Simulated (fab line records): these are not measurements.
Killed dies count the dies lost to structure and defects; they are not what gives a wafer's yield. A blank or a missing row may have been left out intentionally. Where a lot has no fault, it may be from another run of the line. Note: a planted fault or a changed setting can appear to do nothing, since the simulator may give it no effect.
Chamber matching -- flow n5_finfet -- 3 sister chambers for N5_BEOL_M9_PECVD_70 on pecvd-04
The step deposits SiO2 from TEOS/O2, target thk 20 nm, time 22.7 s. 6 wafers are shown with their chamber, then 7 later ones without.

WAFERS WITH THEIR CHAMBER
wafer,chamber,showerhead_plenum_p_Torr (Torr),throttle_valve_pct (%)
L079.1,0,8.80,21.8
L079.6,2,8.79,21.9
L081.3,0,8.79,21.8
L081.5,1,8.92,23.7
L082.3,1,8.92,24.0
L082.4,2,8.79,22.0

WAFERS MISSING THEIR CHAMBER
wafer,showerhead_plenum_p_Torr (Torr),throttle_valve_pct (%)
L082.5,8.91,23.5
L086.1,8.89,23.6
L086.3,8.77,22.2
L086.5,8.93,23.8
L092.1,8.81,22.1
L092.2,8.78,22.2
L092.3,8.79,22.0

EACH ONE'S CHAMBER
wafer,from the rows above,in truth
L082.5,1,1
L086.1,1,1
L086.3,can't be placed: 2 or 0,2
L086.5,1,1
L092.1,can't be placed: 0 or 2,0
L092.2,can't be placed: 2 or 0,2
L092.3,can't be placed: 2 or 0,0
Correctly placed: 3 of 7. Cannot be placed on the basis of these rows: 4; the candidates contain the true chamber in 4. Wrongly placed: 0.
How it was worked out, from the rows above alone: a wafer's distance from a chamber is the root of the sum, over the readings, of the square of ((its reading less the chamber's mean) divided by the reading's scatter). If the next closest chamber is less than 2 further off than the closest, the wafer can't be placed; otherwise it belongs to the closest. The mean given for a chamber averages the wafers shown for that chamber. The scatter is the square root of a quotient: the sum, over the shown wafers, of each reading's squared deviation from its chamber's mean, divided by wafers minus chambers.
